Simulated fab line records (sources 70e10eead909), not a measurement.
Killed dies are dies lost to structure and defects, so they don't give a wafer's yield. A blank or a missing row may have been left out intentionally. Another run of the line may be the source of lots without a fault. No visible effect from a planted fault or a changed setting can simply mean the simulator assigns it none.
fab line records + flow nand-harc + part 2 of 2: steps 23 to 36 of 36
record:
- lots: 5
- wafers: 15
- last-day: 24
route steps=1159 shown A_BLC@968 A_M0@994
lots with no fault: from the same line, run without faults
start-h: the number of hours between the record's first day and the start of the first shown wafer of the lot + wait-h: hours from the lot's prior step to this one + " repeats the value in the row above + L1.1+2: a single row standing in for several wafers + - no value present, or no start provided + * or withheld: withheld + < > ~ a bound
route shown NAME@n: names a module that has steps shown in the file, with the first one's number in the route + usual: mean and standard deviation over wafers with no fault + same: alike in all rows + chamber/n: place in a boat + sites: per-site readings + _std_site: standard deviation across them + _edge_site: inner sites' mean taken away from outer sites' mean + radius-mm: how far each site lies from the wafer's centre + mask NAME#n: copy n + behind: the tool/chamber that last shaped the wafer + hold: cause of the lot's hold/its duration in hours/its outcome + device: transistor that didn't switch, given as n, p or np + end of line: the tests these same wafers got at the end of their route + a step with no rows: only its recipe + killed: the dies lost at the first sort to structure and to defects; this is not the yield of the wafer + map: a wafer's dies, marking killed ones x, the rest . and places with no die _
set.NAME: the setting the step ran with; set.NAME@STEP: the setting that earlier step ran with + model.NAME: the simulator's own value behind a step, which no gauge read
a table for each step, a row for each wafer; lots at some steps of the route
services: a tool's chamber out of use, with start hour (start-h, from the record's first day; less than 0 if before it), hours out, and reason
== steps ==
step: NHARC_A_BLC_CMP_25
recipe:
- t-overpolish-s: 30
- target-thk-nm: 150
usual:
- motor-current-A: 12.0/0.95
- overpolish-run-s: 30.000/0.0096
- time-to-endpoint-s: 30.3/2.6
| lot.wafer | tool   | chamber | start-h | wait-h | motor-current-A | overpolish-run-s | time-to-endpoint-s |
|-----------|--------|---------|---------|--------|-----------------|------------------|--------------------|
| L081.3    | cmp-01 | 0       | 441.55  | 0.3    | 11.6            | 29.988           | 31.7               |
| L081.1    | "      | 2       | "       | "      | 11.3            | 29.993           | 31.2               |
| L081.6    | "      | 0       | "       | "      | 11.6            | 29.994           | 31.4               |
| L083.2    | cmp-02 | 1       | 451.93  | 0.6    | 12.4            | 29.989           | 30.9               |
| L083.3    | "      | 2       | "       | "      | 11.7            | 29.988           | 30.4               |
| L083.5    | "      | 1       | "       | "      | 12.6            | 30.029           | 31.0               |
| L085.3    | cmp-03 | 2       | 470.03  | 0.3    | 11.6            | 29.989           | 29.4               |
| L085.5    | "      | 1       | "       | "      | 12.2            | 29.999           | 27.6               |
| L085.6    | "      | 2       | "       | "      | 11.8            | 29.996           | 32.1               |
| L086.3    | cmp-01 | 2       | 481.26  | 0.3    | 11.3            | 29.999           | 33.2               |
| L086.2    | "      | 0       | "       | "      | 11.5            | 30.008           | 32.2               |
| L086.6    | "      | 1       | "       | "      | 13.5            | 29.995           | 29.4               |
| L092.2    | cmp-02 | 2       | 513.06  | 0.6    | 11.4            | 30.011           | 31.8               |
| L092.5    | "      | 0       | "       | "      | 10.1            | 30.008           | 30.1               |
| L092.6    | "      | 1       | "       | "      | 13.0            | 30.012           | 34.1               |
step: NHARC_A_BLC_SRD_27
| lot.wafer  | tool         | chamber | start-h | wait-h |
|------------|--------------|---------|---------|--------|
| L081.6+3+1 | wet-bench-01 | 2,3,4   | 441.85  | 0.0    |
| L083.2+3+5 | wet-bench-02 | 2,4,5   | 452.24  | 0.0    |
| L085.5+6+3 | wet-bench-02 | 2,3,6   | 470.33  | 0.0    |
| L086.3+2+6 | wet-bench-01 | 0,2,3   | 481.56  | 0.0    |
| L092.5+2+6 | wet-bench-02 | 5,6,2   | 513.33  | 0.0    |
step: NHARC_A_BLC_INSPECT_28
usual:
- raw-defect-count: 419/110
| lot.wafer | tool              | chamber | start-h | wait-h | raw-defect-count |
|-----------|-------------------|---------|---------|--------|------------------|
| L081.1    | defect-inspect-02 | -       | 441.92  | 0.1    | 477              |
| L081.3    | "                 | -       | "       | "      | 460              |
| L081.6    | "                 | -       | "       | "      | 463              |
| L083.2    | defect-inspect-02 | -       | 452.31  | 0.1    | 533              |
| L083.3    | "                 | -       | "       | "      | 422              |
| L083.5    | "                 | -       | "       | "      | 308              |
| L085.3    | defect-inspect-01 | -       | 470.42  | 0.1    | 555              |
| L085.5    | "                 | -       | "       | "      | 441              |
| L085.6    | "                 | -       | "       | "      | 478              |
| L086.2    | defect-inspect-01 | -       | 481.64  | 0.1    | 381              |
| L086.3    | "                 | -       | "       | "      | 578              |
| L086.6    | "                 | -       | "       | "      | 365              |
| L092.2    | defect-inspect-01 | -       | 513.42  | 0.1    | 341              |
| L092.5    | "                 | -       | "       | "      | 460              |
| L092.6    | "                 | -       | "       | "      | 352              |
step: NHARC_A_M0_DEP_00
recipe:
- target-thk-a: 1500
- target-thk-nm: 150
- temp-c: withheld
- pressure-torr: 5
- flow-sccm: 200
- rf-w: 600
- material: SiOC
usual:
- rf-fwd-power-W: 599.1/1.9
| lot.wafer | tool     | chamber | start-h | wait-h | rf-fwd-power-W |
|-----------|----------|---------|---------|--------|----------------|
| L081.1    | pecvd-02 | 2       | 442.03  | 0.1    | 598.5          |
| L081.3    | "        | 0       | "       | "      | 599.1          |
| L081.6    | "        | 1       | "       | "      | 595.8          |
| L083.3    | pecvd-03 | 1       | 452.42  | 0.1    | 598.2          |
| L083.2    | "        | 2       | "       | "      | 599.8          |
| L083.5    | "        | 0       | "       | "      | 596.7          |
| L085.3    | pecvd-03 | 1       | 470.53  | 0.1    | 597.3          |
| L085.5    | "        | 1       | "       | "      | 600.0          |
| L085.6    | "        | 2       | "       | "      | 599.1          |
| L086.2    | pecvd-02 | 1       | 481.75  | 0.1    | 599.8          |
| L086.3    | "        | 2       | "       | "      | 598.6          |
| L086.6    | "        | 1       | "       | "      | 599.5          |
| L092.2    | pecvd-03 | 1       | 513.53  | 0.1    | 598.6          |
| L092.6    | "        | 1       | "       | "      | 599.6          |
| L092.5    | "        | 2       | "       | "      | 599.3          |
step: NHARC_A_M0_DEHYDRATE_01
recipe:
- temp-c: 150
- time-s: 120
usual:
- heater-power-total-W: 182.6/1.3
| lot.wafer | tool           | chamber | start-h | wait-h | heater-power-total-W |
|-----------|----------------|---------|---------|--------|----------------------|
| L081.1    | litho-track-01 | 0       | 442.39  | -      | 181.2                |
| L081.3    | "              | 0       | "       | "      | 184.1                |
| L081.6    | "              | 0       | "       | "      | 180.4                |
| L083.2    | litho-track-04 | 0       | 452.77  | -      | 182.1                |
| L083.3    | "              | 0       | "       | "      | 181.3                |
| L083.5    | "              | 0       | "       | "      | 181.0                |
| L085.3    | litho-track-01 | 0       | 470.89  | -      | 183.8                |
| L085.5    | "              | 0       | "       | "      | 181.9                |
| L085.6    | "              | 0       | "       | "      | 184.9                |
| L086.2    | litho-track-01 | 0       | 482.11  | -      | 181.3                |
| L086.3    | "              | 0       | "       | "      | 183.2                |
| L086.6    | "              | 0       | "       | "      | 183.7                |
| L092.2    | litho-track-06 | 0       | 513.89  | -      | 182.9                |
| L092.5    | "              | 0       | "       | "      | 183.6                |
| L092.6    | "              | 0       | "       | "      | 182.9                |
step: NHARC_A_M0_HMDS_02
recipe:
- time-s: 30
| lot.wafer  | tool           | chamber | start-h | wait-h |
|------------|----------------|---------|---------|--------|
| L081.1+3+6 | litho-track-01 | 0       | -       | -      |
| L083.2+3+5 | litho-track-04 | 0       | -       | -      |
| L085.3+5+6 | litho-track-01 | 0       | -       | -      |
| L086.2+3+6 | litho-track-01 | 0       | -       | -      |
| L092.2+5+6 | litho-track-06 | 0       | -       | -      |
step: NHARC_A_M0_COAT_33
recipe:
- temp-c: 200
- time-s: 65
usual:
- heater-power-total-W: 386.1/1.4
| lot.wafer | tool           | chamber | start-h | wait-h | heater-power-total-W |
|-----------|----------------|---------|---------|--------|----------------------|
| L081.1    | litho-track-01 | 0       | -       | -      | 388.1                |
| L081.3    | "              | 0       | "       | "      | 387.1                |
| L081.6    | "              | 0       | "       | "      | 387.5                |
| L083.2    | litho-track-04 | 0       | -       | -      | 384.7                |
| L083.3    | "              | 0       | "       | "      | 385.9                |
| L083.5    | "              | 0       | "       | "      | 384.4                |
| L085.3    | litho-track-01 | 0       | -       | -      | 388.0                |
| L085.5    | "              | 0       | "       | "      | 387.7                |
| L085.6    | "              | 0       | "       | "      | 386.3                |
| L086.2    | litho-track-01 | 0       | -       | -      | 388.0                |
| L086.3    | "              | 0       | "       | "      | 388.1                |
| L086.6    | "              | 0       | "       | "      | 384.4                |
| L092.2    | litho-track-06 | 0       | -       | -      | 384.5                |
| L092.5    | "              | 0       | "       | "      | 385.5                |
| L092.6    | "              | 0       | "       | "      | 388.1                |
step: NHARC_A_M0_COAT_03
recipe:
- spin-rpm: 1500
- resist-thk-nm: 90
| lot.wafer  | tool           | chamber | start-h | wait-h |
|------------|----------------|---------|---------|--------|
| L081.1+3+6 | litho-track-01 | 0       | -       | -      |
| L083.2+3+5 | litho-track-04 | 0       | -       | -      |
| L085.3+5+6 | litho-track-01 | 0       | -       | -      |
| L086.2+3+6 | litho-track-01 | 0       | -       | -      |
| L092.2+5+6 | litho-track-06 | 0       | -       | -      |
step: NHARC_A_M0_SOFTBAKE_04
recipe:
- temp-c: 105
- time-s: 55
usual:
- heater-power-total-W: 188.46/0.13
| lot.wafer | tool           | chamber | start-h | wait-h | heater-power-total-W |
|-----------|----------------|---------|---------|--------|----------------------|
| L081.1    | litho-track-01 | 0       | -       | -      | 188.46               |
| L081.3    | "              | 0       | "       | "      | 188.35               |
| L081.6    | "              | 0       | "       | "      | 188.40               |
| L083.2    | litho-track-04 | 0       | -       | -      | 188.54               |
| L083.3    | "              | 0       | "       | "      | 188.40               |
| L083.5    | "              | 0       | "       | "      | 188.48               |
| L085.3    | litho-track-01 | 0       | -       | -      | 188.69               |
| L085.5    | "              | 0       | "       | "      | 188.74               |
| L085.6    | "              | 0       | "       | "      | 188.41               |
| L086.2    | litho-track-01 | 0       | -       | -      | 188.45               |
| L086.3    | "              | 0       | "       | "      | 188.74               |
| L086.6    | "              | 0       | "       | "      | 188.62               |
| L092.2    | litho-track-06 | 0       | -       | -      | 188.70               |
| L092.5    | "              | 0       | "       | "      | 188.68               |
| L092.6    | "              | 0       | "       | "      | 188.73               |
step: NHARC_A_M0_EBR_05
| lot.wafer  | tool           | chamber | start-h | wait-h |
|------------|----------------|---------|---------|--------|
| L081.1+3+6 | litho-track-01 | 0       | -       | -      |
| L083.2+3+5 | litho-track-04 | 0       | -       | -      |
| L085.3+5+6 | litho-track-01 | 0       | -       | -      |
| L086.2+3+6 | litho-track-01 | 0       | -       | -      |
| L092.2+5+6 | litho-track-06 | 0       | -       | -      |
step: NHARC_A_M0_EXPOSE_06
recipe:
- na: 1.35
- target-cd-nm: 80
- dose-mj: 83.25
- mask-id: A_M0
| lot.wafer  | tool            | chamber | start-h | wait-h | mask   |
|------------|-----------------|---------|---------|--------|--------|
| L081.1+3+6 | arfi-scanner-03 | 0       | 442.68  | -      | A_M0#0 |
| L083.2+3+5 | arfi-scanner-01 | 0       | 453.06  | -      | A_M0#0 |
| L085.3+5+6 | arfi-scanner-01 | 0       | 471.07  | -      | A_M0#0 |
| L086.2+3+6 | arfi-scanner-03 | 0       | 482.40  | -      | A_M0#0 |
| L092.2+5+6 | arfi-scanner-01 | 0       | 514.18  | -      | A_M0#0 |
step: NHARC_A_M0_PEB_07
recipe:
- peb-temp-c: 100
- peb-time-s: 65
usual:
- heater-power-total-W: 156.7/0.41
| lot.wafer | tool           | chamber | start-h | wait-h | heater-power-total-W |
|-----------|----------------|---------|---------|--------|----------------------|
| L081.1    | litho-track-01 | 0       | 442.74  | 0.1    | 157.2                |
| L081.3    | "              | 0       | "       | "      | 157.2                |
| L081.6    | "              | 0       | "       | "      | 156.7                |
| L083.2    | litho-track-06 | 0       | 453.12  | 0.1    | 156.7                |
| L083.3    | "              | 0       | "       | "      | 156.0                |
| L083.5    | "              | 0       | "       | "      | 157.2                |
| L085.3    | litho-track-01 | 0       | 471.12  | 0.0    | 156.4                |
| L085.5    | "              | 0       | "       | "      | 157.2                |
| L085.6    | "              | 0       | "       | "      | 157.1                |
| L086.2    | litho-track-06 | 0       | 482.45  | 0.1    | 157.0                |
| L086.3    | "              | 0       | "       | "      | 156.6                |
| L086.6    | "              | 0       | "       | "      | 157.1                |
| L092.2    | litho-track-06 | 0       | 514.24  | 0.1    | 156.0                |
| L092.5    | "              | 0       | "       | "      | 157.1                |
| L092.6    | "              | 0       | "       | "      | 156.5                |
step: NHARC_A_M0_DEVELOP_08
recipe:
- develop-time-s: 35
- dev-temp-c: 23
| lot.wafer  | tool           | chamber | start-h | wait-h |
|------------|----------------|---------|---------|--------|
| L081.1+3+6 | litho-track-01 | 0       | -       | -      |
| L083.2+3+5 | litho-track-06 | 0       | -       | -      |
| L085.3+5+6 | litho-track-01 | 0       | -       | -      |
| L086.2+3+6 | litho-track-06 | 0       | -       | -      |
| L092.2+5+6 | litho-track-06 | 0       | -       | -      |
step: NHARC_A_M0_CD_MEAS_09
recipe:
- target-cd-nm: 80
- landing-energy-ev: 500
usual:
- cd-nm: 80.2/0.67
| lot.wafer | tool      | chamber | start-h | wait-h | cd-nm |
|-----------|-----------|---------|---------|--------|-------|
| L081.1    | cd-sem-02 | 0       | 442.82  | -      | 80.0  |
| L081.3    | "         | 0       | "       | "      | 80.2  |
| L081.6    | "         | 0       | "       | "      | 79.2  |
| L083.2    | cd-sem-03 | 0       | 453.20  | -      | 81.5  |
| L083.3    | "         | 0       | "       | "      | 80.8  |
| L083.5    | "         | 0       | "       | "      | 80.6  |
| L085.3    | cd-sem-02 | 0       | 471.20  | -      | 80.7  |
| L085.5    | "         | 0       | "       | "      | 81.0  |
| L085.6    | "         | 0       | "       | "      | 80.4  |
| L086.2    | cd-sem-03 | 0       | 482.53  | -      | 79.7  |
| L086.3    | "         | 0       | "       | "      | 79.7  |
| L086.6    | "         | 0       | "       | "      | 81.2  |
| L092.2    | cd-sem-01 | 0       | 514.32  | -      | 80.1  |
| L092.5    | "         | 0       | "       | "      | 79.9  |
| L092.6    | "         | 0       | "       | "      | 79.8  |
== services ==
| tool            | chamber | start-h | hours | kind   |
|-----------------|---------|---------|-------|--------|
| arfi-scanner-01 | -       | 415.92  | 1.3   | repair |
| pvd-sputter-02  | -       | 415.97  | 2.9   | repair |
| rie-diel-06     | -       | 418.34  | 9.0   | pm     |
| cmp-02          | -       | 424.11  | 4.0   | pm     |
| arfi-scanner-02 | -       | 428.00  | 4.0   | pm     |
| cmp-02          | -       | 430.19  | 5.5   | repair |
| rie-diel-06     | 2       | 439.07  | 15.7  | repair |
| rie-diel-11     | 3       | 441.22  | 4.3   | repair |
| litho-track-01  | -       | 443.01  | 7.0   | pm     |
| cmp-02          | -       | 446.19  | 0.7   | repair |
| cmp-01          | -       | 449.78  | 2.5   | repair |
| pvd-sputter-03  | -       | 458.00  | 10.0  | pm     |
| ald-metal-01    | -       | 458.35  | 10.0  | pm     |
| rie-diel-11     | 3       | 462.50  | 9.4   | repair |
| litho-track-06  | -       | 467.00  | 7.0   | pm     |
| pecvd-03        | -       | 473.41  | 13.0  | pm     |
| cmp-01          | -       | 473.83  | 4.0   | pm     |
| wet-bench-06    | -       | 481.60  | 8.0   | pm     |
| arfi-scanner-03 | -       | 484.01  | 4.0   | pm     |
| pvd-sputter-02  | -       | 487.12  | 0.6   | repair |
| wet-bench-02    | -       | 488.29  | 5.0   | repair |
| litho-track-04  | -       | 491.00  | 7.0   | pm     |
| wet-bench-06    | -       | 507.56  | 1.3   | repair |
| pvd-sputter-03  | -       | 509.94  | 3.9   | repair |
